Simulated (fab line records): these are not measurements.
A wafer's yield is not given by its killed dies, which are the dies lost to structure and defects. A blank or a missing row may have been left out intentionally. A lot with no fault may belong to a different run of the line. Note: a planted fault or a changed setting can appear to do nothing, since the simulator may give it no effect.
Which of the tools did it? || flow nand-harc || Sampling: 24 lots, 72 wafers, 4 of 1302 route steps

WHAT EACH GAUGE READ, for each wafer
NHARC_A_SGD_CUT_INSPECT_25.
{"lot": "L075", "measured": "day 19 00:35", "on": "defect-inspect-02", "raw-defect-count": "384 353 437"}
{"lot": "L074", "measured": "day 19 03:26", "on": "defect-inspect-02", "raw-defect-count": "308 356 338"}
{"lot": "L077", "measured": "day 20 05:52", "on": "defect-inspect-02", "raw-defect-count": "325 284 293"}
{"lot": "L076", "measured": "day 20 05:52", "on": "defect-inspect-01", "raw-defect-count": "435 338 431"}
{"lot": "L078", "measured": "day 20 21:02", "on": "defect-inspect-01", "raw-defect-count": "406 412 457"}
{"lot": "L080", "measured": "day 21 04:25", "on": "defect-inspect-01", "raw-defect-count": "314 364 360"}
{"lot": "L081", "measured": "day 22 06:37", "on": "defect-inspect-02", "raw-defect-count": "392 446 514"}
{"lot": "L079", "measured": "day 22 06:40", "on": "defect-inspect-01", "raw-defect-count": "289 272 490"}
{"lot": "L082", "measured": "day 23 01:58", "on": "defect-inspect-02", "raw-defect-count": "415 526 425"}
{"lot": "L083", "measured": "day 23 01:58", "on": "defect-inspect-01", "raw-defect-count": "401 524 389"}
{"lot": "L084", "measured": "day 24 01:14", "on": "defect-inspect-02", "raw-defect-count": "330 547 390"}
{"lot": "L085", "measured": "day 24 10:29", "on": "defect-inspect-01", "raw-defect-count": "354 379 438"}
{"lot": "L087", "measured": "day 24 10:32", "on": "defect-inspect-02", "raw-defect-count": "315 306 366"}
{"lot": "L086", "measured": "day 24 19:49", "on": "defect-inspect-01", "raw-defect-count": "397 532 325"}
{"lot": "L088", "measured": "day 25 11:29", "on": "defect-inspect-02", "raw-defect-count": "462 297 319"}
{"lot": "L089", "measured": "day 25 11:23", "on": "defect-inspect-01", "raw-defect-count": "364 261 308"}
{"lot": "L090", "measured": "day 26 05:47", "on": "defect-inspect-02", "raw-defect-count": "496 522 518"}
{"lot": "L091", "measured": "day 26 05:46", "on": "defect-inspect-01", "raw-defect-count": "353 333 428"}
{"lot": "L093", "measured": "day 26 16:15", "on": "defect-inspect-02", "raw-defect-count": "283 333 281"}
{"lot": "L092", "measured": "day 26 16:12", "on": "defect-inspect-01", "raw-defect-count": "358 368 431"}
{"lot": "L094", "measured": "day 27 22:35", "on": "defect-inspect-01", "raw-defect-count": "389 314 538"}
{"lot": "L095", "measured": "day 27 22:36", "on": "defect-inspect-02", "raw-defect-count": "329 288 346"}
{"lot": "L097", "measured": "day 28 07:02", "on": "defect-inspect-02", "raw-defect-count": "348 306 385"}
{"lot": "L096", "measured": "day 28 13:38", "on": "defect-inspect-02", "raw-defect-count": "290 344 422"}

TOOL THAT RAN EACH LOT (tool first, then ch and the chambers of the sampled wafers, then the start)
{"lot": "L075", "NHARC_A_STAIRCASE_ALD_415": "ald-hk-03 ch 0,1,2, day 16 23:01", "NHARC_A_STAIRCASE_CMP_152": "cmp-04 ch 0,2,3, day 18 15:31", "NHARC_A_STAIRCASE_CMP_472": "cmp-02 ch 0,2, day 18 16:58"}
{"lot": "L074", "NHARC_A_STAIRCASE_ALD_415": "ald-hk-04 ch 2,3, day 17 01:26", "NHARC_A_STAIRCASE_CMP_152": "cmp-03 ch 0,2, day 18 18:08", "NHARC_A_STAIRCASE_CMP_472": "cmp-02 ch 1,2, day 18 19:31"}
{"lot": "L077", "NHARC_A_STAIRCASE_ALD_415": "ald-hk-01 ch 0,1,3, day 17 23:20", "NHARC_A_STAIRCASE_CMP_152": "cmp-04 ch 0,1,2, day 19 20:43", "NHARC_A_STAIRCASE_CMP_472": "cmp-04 ch 0,1,3, day 19 22:11"}
{"lot": "L076", "NHARC_A_STAIRCASE_ALD_415": "ald-hk-01 ch 0,2,3, day 18 01:38", "NHARC_A_STAIRCASE_CMP_152": "cmp-03 ch 0,1,3, day 19 20:32", "NHARC_A_STAIRCASE_CMP_472": "cmp-03 ch 0,1,2, day 19 21:55"}
{"lot": "L078", "NHARC_A_STAIRCASE_ALD_415": "ald-hk-03 ch 0,3, day 18 17:52", "NHARC_A_STAIRCASE_CMP_152": "cmp-03 ch 1,3, day 20 11:14", "NHARC_A_STAIRCASE_CMP_472": "cmp-04 ch 0,2,3, day 20 12:50"}
{"lot": "L080", "NHARC_A_STAIRCASE_ALD_415": "ald-hk-01 ch 1,2,3, day 18 23:42", "NHARC_A_STAIRCASE_CMP_152": "cmp-03 ch 0,1,3, day 20 19:11", "NHARC_A_STAIRCASE_CMP_472": "cmp-04 ch 0,1,2, day 20 20:44"}
{"lot": "L081", "NHARC_A_STAIRCASE_ALD_415": "ald-hk-04 ch 0,2,3, day 19 21:04", "NHARC_A_STAIRCASE_CMP_152": "cmp-04 ch 0,2,3, day 21 21:10", "NHARC_A_STAIRCASE_CMP_472": "cmp-02 ch 0,1,2, day 21 22:42"}
{"lot": "L079", "NHARC_A_STAIRCASE_ALD_415": "ald-hk-04 ch 0,1, day 19 23:47", "NHARC_A_STAIRCASE_CMP_152": "cmp-03 ch 0,1,3, day 21 21:43", "NHARC_A_STAIRCASE_CMP_472": "cmp-02 ch 1,3, day 21 23:14"}
{"lot": "L082", "NHARC_A_STAIRCASE_ALD_415": "ald-hk-04 ch 1,2,3, day 20 17:19", "NHARC_A_STAIRCASE_CMP_152": "cmp-04 ch 1,2,3, day 22 16:37", "NHARC_A_STAIRCASE_CMP_472": "cmp-02 ch 0,1,3, day 22 17:59"}
{"lot": "L083", "NHARC_A_STAIRCASE_ALD_415": "ald-hk-01 ch 1,2,3, day 20 18:09", "NHARC_A_STAIRCASE_CMP_152": "cmp-04 ch 1,2,3, day 22 17:55", "NHARC_A_STAIRCASE_CMP_472": "cmp-04 ch 1,2,3, day 22 19:17"}
{"lot": "L084", "NHARC_A_STAIRCASE_ALD_415": "ald-hk-03 ch 0,1, day 21 14:06", "NHARC_A_STAIRCASE_CMP_152": "cmp-03 ch 1,2,3, day 23 16:05", "NHARC_A_STAIRCASE_CMP_472": "cmp-04 ch 0,3, day 23 17:27"}
{"lot": "L085", "NHARC_A_STAIRCASE_ALD_415": "ald-hk-03 ch 0,3, day 22 01:07", "NHARC_A_STAIRCASE_CMP_152": "cmp-03 ch 0,1, day 24 01:03", "NHARC_A_STAIRCASE_CMP_472": "cmp-02 ch 0,2,3, day 24 02:33"}
{"lot": "L087", "NHARC_A_STAIRCASE_ALD_415": "ald-hk-04 ch 0,2,3, day 22 02:56", "NHARC_A_STAIRCASE_CMP_152": "cmp-03 ch 0,1,3, day 24 01:16", "NHARC_A_STAIRCASE_CMP_472": "cmp-02 ch 1,2,3, day 24 02:49"}
{"lot": "L086", "NHARC_A_STAIRCASE_ALD_415": "ald-hk-04 ch 0,2,3, day 22 08:19", "NHARC_A_STAIRCASE_CMP_152": "cmp-04 ch 0,3, day 24 09:10", "NHARC_A_STAIRCASE_CMP_472": "cmp-02 ch 1,2,3, day 24 10:34"}
{"lot": "L088", "NHARC_A_STAIRCASE_ALD_415": "ald-hk-01 ch 0,3, day 23 03:13", "NHARC_A_STAIRCASE_CMP_152": "cmp-02 ch 1,2,3, day 25 01:35", "NHARC_A_STAIRCASE_CMP_472": "cmp-02 ch 2,3, day 25 03:13"}
{"lot": "L089", "NHARC_A_STAIRCASE_ALD_415": "ald-hk-04 ch 0,2,3, day 23 05:29", "NHARC_A_STAIRCASE_CMP_152": "cmp-03 ch 0,1, day 25 01:46", "NHARC_A_STAIRCASE_CMP_472": "cmp-02 ch 0,1,2, day 25 03:37"}
{"lot": "L090", "NHARC_A_STAIRCASE_ALD_415": "ald-hk-01 ch 0,1,2, day 23 20:05", "NHARC_A_STAIRCASE_CMP_152": "cmp-02 ch 0,2,3, day 25 20:31", "NHARC_A_STAIRCASE_CMP_472": "cmp-02 ch 0,1,2, day 25 21:53"}
{"lot": "L091", "NHARC_A_STAIRCASE_ALD_415": "ald-hk-01 ch 0,2,3, day 24 00:05", "NHARC_A_STAIRCASE_CMP_152": "cmp-02 ch 0,1,2, day 25 20:39", "NHARC_A_STAIRCASE_CMP_472": "cmp-03 ch 1,2,3, day 25 22:04"}
{"lot": "L093", "NHARC_A_STAIRCASE_ALD_415": "ald-hk-01 ch 0,1,2, day 24 10:14", "NHARC_A_STAIRCASE_CMP_152": "cmp-04 ch 0,2,3, day 26 07:02", "NHARC_A_STAIRCASE_CMP_472": "cmp-04 ch 0,1,2, day 26 08:26"}
{"lot": "L092", "NHARC_A_STAIRCASE_ALD_415": "ald-hk-04 ch 0,2, day 24 14:10", "NHARC_A_STAIRCASE_CMP_152": "cmp-03 ch 0,2, day 26 06:37", "NHARC_A_STAIRCASE_CMP_472": "cmp-02 ch 1,2,3, day 26 08:03"}
{"lot": "L094", "NHARC_A_STAIRCASE_ALD_415": "ald-hk-01 ch 1,2,3, day 25 14:36", "NHARC_A_STAIRCASE_CMP_152": "cmp-02 ch 0,2, day 27 11:39", "NHARC_A_STAIRCASE_CMP_472": "cmp-02 ch 0,3, day 27 13:13"}
{"lot": "L095", "NHARC_A_STAIRCASE_ALD_415": "ald-hk-03 ch 1,2,3, day 25 14:46", "NHARC_A_STAIRCASE_CMP_152": "cmp-04 ch 0,1,2, day 27 11:49", "NHARC_A_STAIRCASE_CMP_472": "cmp-04 ch 0,1,2, day 27 13:24"}
{"lot": "L097", "NHARC_A_STAIRCASE_ALD_415": "ald-hk-04 ch 0,2,3, day 26 02:04", "NHARC_A_STAIRCASE_CMP_152": "cmp-03 ch 0,2,3, day 27 21:32", "NHARC_A_STAIRCASE_CMP_472": "cmp-04 ch 0,1,2, day 27 22:55"}
{"lot": "L096", "NHARC_A_STAIRCASE_ALD_415": "ald-hk-04 ch 0,2,3, day 26 06:06", "NHARC_A_STAIRCASE_CMP_152": "cmp-03 ch 1,2, day 28 04:02", "NHARC_A_STAIRCASE_CMP_472": "cmp-02 ch 1,2,3, day 28 05:27"}
- NHARC_A_STAIRCASE_ALD_415: deposits SiO2, target thk 30 nm, pulse time 6 s, ald cycles 300.
- NHARC_A_STAIRCASE_CMP_152: polishes.
- NHARC_A_STAIRCASE_CMP_472: polishes SiO2.

WHAT THE TOOLS THEMSELVES READ (means of the sampled wafers that have a number; where no wafer has one, the mark that the record gives instead)
NHARC_A_STAIRCASE_ALD_415.
{"lot": "L075", "tool": "ald-hk-03", "heater-power-w (W)": 396, "precursor-pulse-height-rel": 0.995}
{"lot": "L074", "tool": "ald-hk-04", "heater-power-w (W)": 459, "precursor-pulse-height-rel": 0.974}
{"lot": "L077", "tool": "ald-hk-01", "heater-power-w (W)": 454, "precursor-pulse-height-rel": 1.017}
{"lot": "L076", "tool": "ald-hk-01", "heater-power-w (W)": 459, "precursor-pulse-height-rel": 0.995}
{"lot": "L078", "tool": "ald-hk-03", "heater-power-w (W)": 437, "precursor-pulse-height-rel": 1.006}
{"lot": "L080", "tool": "ald-hk-01", "heater-power-w (W)": 425, "precursor-pulse-height-rel": 0.994}
{"lot": "L081", "tool": "ald-hk-04", "heater-power-w (W)": 490, "precursor-pulse-height-rel": 0.996}
{"lot": "L079", "tool": "ald-hk-04", "heater-power-w (W)": 491, "precursor-pulse-height-rel": 1.015}
{"lot": "L082", "tool": "ald-hk-04", "heater-power-w (W)": 466, "precursor-pulse-height-rel": 0.991}
{"lot": "L083", "tool": "ald-hk-01", "heater-power-w (W)": 428, "precursor-pulse-height-rel": 1.009}
{"lot": "L084", "tool": "ald-hk-03", "heater-power-w (W)": 374, "precursor-pulse-height-rel": 1.008}
{"lot": "L085", "tool": "ald-hk-03", "heater-power-w (W)": 440, "precursor-pulse-height-rel": 0.991}
{"lot": "L087", "tool": "ald-hk-04", "heater-power-w (W)": 485, "precursor-pulse-height-rel": 1.002}
{"lot": "L086", "tool": "ald-hk-04", "heater-power-w (W)": 484, "precursor-pulse-height-rel": 1.010}
{"lot": "L088", "tool": "ald-hk-01", "heater-power-w (W)": 442, "precursor-pulse-height-rel": 1.000}
{"lot": "L089", "tool": "ald-hk-04", "heater-power-w (W)": 487, "precursor-pulse-height-rel": 0.976}
{"lot": "L090", "tool": "ald-hk-01", "heater-power-w (W)": 434, "precursor-pulse-height-rel": 0.995}
{"lot": "L091", "tool": "ald-hk-01", "heater-power-w (W)": 442, "precursor-pulse-height-rel": 0.991}
{"lot": "L093", "tool": "ald-hk-01", "heater-power-w (W)": 438, "precursor-pulse-height-rel": 0.990}
{"lot": "L092", "tool": "ald-hk-04", "heater-power-w (W)": 456, "precursor-pulse-height-rel": 0.971}
{"lot": "L094", "tool": "ald-hk-01", "heater-power-w (W)": 415, "precursor-pulse-height-rel": 1.012}
{"lot": "L095", "tool": "ald-hk-03", "heater-power-w (W)": 417, "precursor-pulse-height-rel": 1.008}
{"lot": "L097", "tool": "ald-hk-04", "heater-power-w (W)": 485, "precursor-pulse-height-rel": 1.003}
{"lot": "L096", "tool": "ald-hk-04", "heater-power-w (W)": 493, "precursor-pulse-height-rel": 1.006}

NHARC_A_STAIRCASE_CMP_152.
{"lot": "L075", "tool": "cmp-04", "motor-current-A (A)": 10.8}
{"lot": "L074", "tool": "cmp-03", "motor-current-A (A)": 11.3}
{"lot": "L077", "tool": "cmp-04", "motor-current-A (A)": 10.3}
{"lot": "L076", "tool": "cmp-03", "motor-current-A (A)": 13.5}
{"lot": "L078", "tool": "cmp-03", "motor-current-A (A)": 12.9}
{"lot": "L080", "tool": "cmp-03", "motor-current-A (A)": 13.6}
{"lot": "L081", "tool": "cmp-04", "motor-current-A (A)": 10.3}
{"lot": "L079", "tool": "cmp-03", "motor-current-A (A)": 13.6}
{"lot": "L082", "tool": "cmp-04", "motor-current-A (A)": 12.1}
{"lot": "L083", "tool": "cmp-04", "motor-current-A (A)": 12.0}
{"lot": "L084", "tool": "cmp-03", "motor-current-A (A)": 11.6}
{"lot": "L085", "tool": "cmp-03", "motor-current-A (A)": 14.1}
{"lot": "L087", "tool": "cmp-03", "motor-current-A (A)": 13.5}
{"lot": "L086", "tool": "cmp-04", "motor-current-A (A)": 11.2}
{"lot": "L088", "tool": "cmp-02", "motor-current-A (A)": 12.2}
{"lot": "L089", "tool": "cmp-03", "motor-current-A (A)": 13.1}
{"lot": "L090", "tool": "cmp-02", "motor-current-A (A)": 12.7}
{"lot": "L091", "tool": "cmp-02", "motor-current-A (A)": 11.7}
{"lot": "L093", "tool": "cmp-04", "motor-current-A (A)": 10.8}
{"lot": "L092", "tool": "cmp-03", "motor-current-A (A)": 12.8}
{"lot": "L094", "tool": "cmp-02", "motor-current-A (A)": 11.6}
{"lot": "L095", "tool": "cmp-04", "motor-current-A (A)": 10.2}
{"lot": "L097", "tool": "cmp-03", "motor-current-A (A)": 13.0}
{"lot": "L096", "tool": "cmp-03", "motor-current-A (A)": 11.5}

NHARC_A_STAIRCASE_CMP_472.
{"lot": "L075", "tool": "cmp-02", "motor-current-A (A)": 12.1}
{"lot": "L074", "tool": "cmp-02", "motor-current-A (A)": 11.7}
{"lot": "L077", "tool": "cmp-04", "motor-current-A (A)": 10.9}
{"lot": "L076", "tool": "cmp-03", "motor-current-A (A)": 12.0}
{"lot": "L078", "tool": "cmp-04", "motor-current-A (A)": 10.9}
{"lot": "L080", "tool": "cmp-04", "motor-current-A (A)": 10.6}
{"lot": "L081", "tool": "cmp-02", "motor-current-A (A)": 11.5}
{"lot": "L079", "tool": "cmp-02", "motor-current-A (A)": 12.6}
{"lot": "L082", "tool": "cmp-02", "motor-current-A (A)": 12.6}
{"lot": "L083", "tool": "cmp-04", "motor-current-A (A)": 11.9}
{"lot": "L084", "tool": "cmp-04", "motor-current-A (A)": 9.8}
{"lot": "L085", "tool": "cmp-02", "motor-current-A (A)": 12.3}
{"lot": "L087", "tool": "cmp-02", "motor-current-A (A)": 12.3}
{"lot": "L086", "tool": "cmp-02", "motor-current-A (A)": 12.4}
{"lot": "L088", "tool": "cmp-02", "motor-current-A (A)": 12.3}
{"lot": "L089", "tool": "cmp-02", "motor-current-A (A)": 12.1}
{"lot": "L090", "tool": "cmp-02", "motor-current-A (A)": 11.9}
{"lot": "L091", "tool": "cmp-03", "motor-current-A (A)": 11.9}
{"lot": "L093", "tool": "cmp-04", "motor-current-A (A)": 10.4}
{"lot": "L092", "tool": "cmp-02", "motor-current-A (A)": 12.1}
{"lot": "L094", "tool": "cmp-02", "motor-current-A (A)": 12.5}
{"lot": "L095", "tool": "cmp-04", "motor-current-A (A)": 10.5}
{"lot": "L097", "tool": "cmp-04", "motor-current-A (A)": 10.2}
{"lot": "L096", "tool": "cmp-02", "motor-current-A (A)": 12.4}

THE ANSWER, worked out from the rows above alone
Rule: the lots themselves supply what counts as usual. The widest of any qualifying gaps counts: lots, ordered by their means at a reading, are off when they make up no more than a third of the lots, leave a main group of 4 or more, and stand apart from it by 3 or more times the standard deviation of that group's means. The tables above print the reading to a certain number of digits; a main group whose means all agree to those digits is not used. Also off: a lot with no number at a reading for which 4 or more lots have one. The other lots that the step has rows for count as sound. After the gauges, taken in route order, come the tools' own readings; for these a lot's mean is taken, as printed above. The first step at which some lot is off is used, and at that step the reading that is off furthest; a lot without a number counts as furthest.
Across all readings shown, no lot is off: no conclusion can be drawn from this.

WHAT WAS PUT IN BY THE SIMULATOR
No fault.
